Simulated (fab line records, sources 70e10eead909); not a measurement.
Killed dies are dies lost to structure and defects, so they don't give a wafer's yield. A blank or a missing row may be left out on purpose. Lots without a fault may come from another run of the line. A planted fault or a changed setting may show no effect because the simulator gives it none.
A struck lot beside a sound one | flow nand_harc | 15 steps out of a route of 1302
Sound: wafers L368.2, L368.4, L368.6. Struck: wafer L387.2. (L387.1, L387.4 of the same lot were not struck and are left out.) The cause comes at the end.
At each step with rows: each side's tool, then ch and its chambers, then its first start. Under that, the readings that differ: sound wafers | struck wafers | difference of the means | sigmas: that difference in standard deviations of wafers without a fault.
alike: readings whose means differ by less than 2 such deviations, and words and numbers that are the same on both sides. not compared: withheld readings, readings that some wafer has no value for, bounds like >300 that may hide the same value, and numbers for which the record gives no deviation and whose values overlap.
The two part at a step that has a row with sigmas, a row that says differs or no value, or rows on one side only. Numbers that don't overlap but have no deviation are shown without sigmas and don't part them. A reading that every wafer of one side lacks parts them only if that side has two wafers or more.

first, 4 steps without rows for these wafers: NHARC_P_GATE_EBR_22; NHARC_P_GATE_EXPOSE_23 (exposes mask P GATE, target cd 120 nm); NHARC_P_GATE_PEB_24 (peb time 65 s); NHARC_P_GATE_DEVELOP_25 (develop time 35 s).
NHARC_P_GATE_CD_MEAS_26: target cd 120 nm.
  sound on cd_sem-02 ch 0, day 6 17:25; struck on cd_sem-03 ch 0, day 14 18:17
  alike: cd_nm
NHARC_P_GATE_OVL_MEAS_27:
  sound on overlay-01, day 6 17:30; struck on overlay-01, day 14 18:22
  reading           | sound       | struck | difference | sigmas
  overlay_x_nm (nm) | 1.5 1.0 0.6 | -1.6   | -2.6       | -3
  alike: overlay_y_nm
NHARC_P_GATE_INSPECT_28:
  sound on defect_inspect-02, day 6 17:32; struck on defect_inspect-02, day 14 18:25
  alike: raw_defect_count
NHARC_P_GATE_DESCUM_31: chemistry O2, time 3 s.
  sound on rie_diel-02 ch 0,2,3, day 6 17:37; struck on rie_diel-10 ch 0, day 14 18:29
  alike: drypump_motor_current_A, mfc_ar_sccm, oes_product_au, rf_vpp_V, showerhead_plenum_p_Torr, throttle_valve_pct
  not compared: rf_hours_counter_h
NHARC_P_GATE_ETCH_104: etches the open film in CF4/CHF3, target depth 60 nm.
  sound on rie_diel-02 ch 1,2,3, day 6 17:41; struck on rie_diel-10 ch 0, day 14 18:33
  reading               | sound             | struck | difference | sigmas
  oes_product_au (a.u.) | 0.969 0.964 0.968 | 0.921  | -0.046     | -2
  alike: cf4_flow_sccm, drypump_motor_current_A, mfc_ar_sccm, rf_vpp_V, showerhead_plenum_p_Torr, throttle_valve_pct
NHARC_P_GATE_HM_OPEN_105: chemistry O2/COS, target depth 360 nm.
  sound on rie_diel-02 ch 0,1,3; struck on rie_diel-10 ch 2
  reading                     | sound       | struck | difference | sigmas
  drypump_motor_current_A (A) | 5.3 5.0 5.9 | 6.4    | +1.0       | +2
  alike: mfc_ar_sccm, oes_product_au, rf_vpp_V, showerhead_plenum_p_Torr, throttle_valve_pct
  not compared: rf_hours_counter_h
then, 1 step without rows for these wafers: NHARC_P_GATE_STRIP_106 (strips in O2/COS).
NHARC_P_GATE_ETCH_114: etches the open film in CF4/O2, target depth 30 nm, overetch 3 nm, time 16.5 s.
  sound on rie_diel-02 ch 1,2; struck on rie_diel-10 ch 1
  alike: cf4_flow_sccm, drypump_motor_current_A, mfc_ar_sccm, oes_product_au, rf_vpp_V, showerhead_plenum_p_Torr, throttle_valve_pct
  not compared: rf_hours_counter_h
NHARC_P_GATE_ETCH_32: etches the open film in HBr/Cl2, target depth 150 nm, time 100.1 s.
  sound on rie_si-02 ch 0,1,3, day 6 18:05; struck on rie_si-06 ch 3, day 14 18:56
  reading               | sound             | struck | difference | sigmas
  oes_product_au (a.u.) | 0.987 0.991 0.989 | 1.285  | +0.296     | +25
  alike: drypump_motor_current_A, throttle_valve_pct
  not compared: rf_hours_counter_h
NHARC_P_GATE_STRIP_108: strips in O2.
  sound on rie_diel-10 ch 0,1,2, day 6 18:15; struck on rie_diel-06 ch 0, day 14 19:08
  alike: drypump_motor_current_A, mfc_ar_sccm, oes_product_au, rf_vpp_V, showerhead_plenum_p_Torr, throttle_valve_pct
  not compared: rf_hours_counter_h
then, 1 step without rows for these wafers: NHARC_END_SORT_01.

WHERE THEY PART
First at NHARC_P_GATE_OVL_MEAS_27; last, within this record, at NHARC_P_GATE_ETCH_32. Later steps at which nothing parts them and some readings are alike: NHARC_P_GATE_STRIP_108.

WHY: what the simulator had put in
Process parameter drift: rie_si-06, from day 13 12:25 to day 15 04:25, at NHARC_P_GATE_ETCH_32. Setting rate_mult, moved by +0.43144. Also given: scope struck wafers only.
